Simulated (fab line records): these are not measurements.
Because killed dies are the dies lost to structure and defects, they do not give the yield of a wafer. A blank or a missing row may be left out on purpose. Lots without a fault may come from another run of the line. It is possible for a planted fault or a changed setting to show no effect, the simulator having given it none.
Matching of chambers	flow n5Finfet	N5_BEOL_M5_ALD_86 on aldMetal-03: 4 sister chambers
The step deposits TaN, pulse time 2 s, purge time 3 s, co reactant purge time 2 s. 8 wafers are shown with their chamber, then 7 later ones without.

## EACH WAFER AND ITS CHAMBER
wafer	chamber	heaterPowerW (W)
L082.2	2	457
L082.3	1	403
L083.3	1	413
L083.6	2	474
L088.2	0	360
L088.5	3	394
L089.1	0	353
L089.2	3	392

## WAFERS WITH NO CHAMBER GIVEN
wafer	heaterPowerW (W)
L089.3	403
L092.1	359
L092.2	467
L092.4	404
L091.1	467
L091.3	424
L091.6	391

## CHAMBER TAKEN BY EACH
wafer	from the rows above	in truth
L089.3	can't be placed: 1 or 3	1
L092.1	0	0
L092.2	2	2
L092.4	can't be placed: 1 or 3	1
L091.1	2	2
L091.3	1	1
L091.6	3	3
Placed correctly: 5 of 7. From these rows, 2 cannot be placed; in 2 the true chamber is one of the candidates. 0 placed wrongly.
How it was worked out, from the rows above alone: a wafer's distance from a chamber is the root of the sum, over the readings, of the square of ((its reading less the chamber's mean) divided by the reading's scatter). If the next closest chamber is less than 2 further off than the closest, the wafer can't be placed; otherwise it belongs to the closest. The mean given for a chamber averages the wafers shown for that chamber. The scatter: the root of (the sum of the squares of (reading less its chamber's mean) over the shown wafers, divided by (wafers less chambers)).
